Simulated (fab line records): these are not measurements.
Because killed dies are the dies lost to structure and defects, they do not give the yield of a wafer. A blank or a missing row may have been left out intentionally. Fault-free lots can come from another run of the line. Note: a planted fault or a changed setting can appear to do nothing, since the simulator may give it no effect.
Chamber matching || flow nandHarc || cmp-01 running NHARC_A_STAIRCASE_CMP_450: 4 sister chambers
The step polishes SiO2, target thk 200 nm. 22 wafers are shown with their chamber, then 11 later ones without.

## WAFERS, EACH WITH ITS CHAMBER
{"wafer": "L080.4", "chamber": 3, "motorCurrentA (A)": 13.0}
{"wafer": "L080.5", "chamber": 0, "motorCurrentA (A)": 11.5}
{"wafer": "L080.6", "chamber": 3, "motorCurrentA (A)": 12.8}
{"wafer": "L085.2", "chamber": 3, "motorCurrentA (A)": 12.9}
{"wafer": "L085.3", "chamber": 1, "motorCurrentA (A)": 12.4}
{"wafer": "L085.6", "chamber": 2, "motorCurrentA (A)": 13.6}
{"wafer": "L087.1", "chamber": 0, "motorCurrentA (A)": 11.5}
{"wafer": "L087.2", "chamber": 1, "motorCurrentA (A)": 12.1}
{"wafer": "L087.5", "chamber": 3, "motorCurrentA (A)": 12.9}
{"wafer": "L088.1", "chamber": 0, "motorCurrentA (A)": 10.8}
{"wafer": "L088.2", "chamber": 3, "motorCurrentA (A)": 12.5}
{"wafer": "L088.4", "chamber": 2, "motorCurrentA (A)": 13.5}
{"wafer": "L089.3", "chamber": 0, "motorCurrentA (A)": 11.3}
{"wafer": "L089.4", "chamber": 3, "motorCurrentA (A)": 13.8}
{"wafer": "L089.5", "chamber": 2, "motorCurrentA (A)": 14.0}
{"wafer": "L093.2", "chamber": 3, "motorCurrentA (A)": 13.1}
{"wafer": "L093.4", "chamber": 2, "motorCurrentA (A)": 13.3}
{"wafer": "L093.6", "chamber": 2, "motorCurrentA (A)": 13.0}
{"wafer": "L092.2", "chamber": 3, "motorCurrentA (A)": 13.3}
{"wafer": "L092.4", "chamber": 1, "motorCurrentA (A)": 12.5}
{"wafer": "L092.5", "chamber": 0, "motorCurrentA (A)": 11.3}
{"wafer": "L095.3", "chamber": 1, "motorCurrentA (A)": 13.1}

SIGNATURES, as means of the wafers listed above
{"reading": "motorCurrentA", "chamber 0": 11.280, "chamber 1": 12.525, "chamber 2": 13.480, "chamber 3": 13.037, "scatter within a chamber": 0.368}
Rule: distance of a wafer from a chamber = root of the sum over the readings of ((wafer's reading minus chamber's mean) / reading's scatter) squared. The wafer belongs to the nearest chamber; if the next one is less than 2 further off, it can't be placed. The scatter: take each reading less its chamber's mean, square it, sum over the shown wafers, divide by the number of wafers less the number of chambers, and take the root.

## WAFERS MISSING THEIR CHAMBER
{"wafer": "L095.4", "motorCurrentA (A)": 13.5}
{"wafer": "L095.6", "motorCurrentA (A)": 12.5}
{"wafer": "L095.1", "motorCurrentA (A)": 11.6}
{"wafer": "L095.2", "motorCurrentA (A)": 12.7}
{"wafer": "L095.5", "motorCurrentA (A)": 12.3}
{"wafer": "L096.1", "motorCurrentA (A)": 11.7}
{"wafer": "L096.3", "motorCurrentA (A)": 14.2}
{"wafer": "L096.5", "motorCurrentA (A)": 12.7}
{"wafer": "L097.2", "motorCurrentA (A)": 12.7}
{"wafer": "L097.3", "motorCurrentA (A)": 13.5}
{"wafer": "L097.6", "motorCurrentA (A)": 12.2}

## WHICH CHAMBER EACH WENT THROUGH
{"wafer": "L095.4", "from the rows above": "can't be placed: 2 or 3", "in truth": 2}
{"wafer": "L095.6", "from the rows above": "can't be placed: 1 or 3", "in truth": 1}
{"wafer": "L095.1", "from the rows above": "can't be placed: 0 or 1", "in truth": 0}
{"wafer": "L095.2", "from the rows above": "can't be placed: 1 or 3 or 2", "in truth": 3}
{"wafer": "L095.5", "from the rows above": "can't be placed: 1 or 3", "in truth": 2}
{"wafer": "L096.1", "from the rows above": "can't be placed: 0 or 1", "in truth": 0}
{"wafer": "L096.3", "from the rows above": "can't be placed: 2 or 3", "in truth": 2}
{"wafer": "L096.5", "from the rows above": "can't be placed: 1 or 3 or 2", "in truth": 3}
{"wafer": "L097.2", "from the rows above": "can't be placed: 1 or 3 or 2", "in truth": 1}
{"wafer": "L097.3", "from the rows above": "can't be placed: 2 or 3", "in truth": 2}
{"wafer": "L097.6", "from the rows above": "can't be placed: 1 or 3 or 0", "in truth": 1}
Correct placement for 0 of the 11. Cannot be placed on the basis of these rows: 11; the candidates contain the true chamber in 10. Wrongly placed: 0.
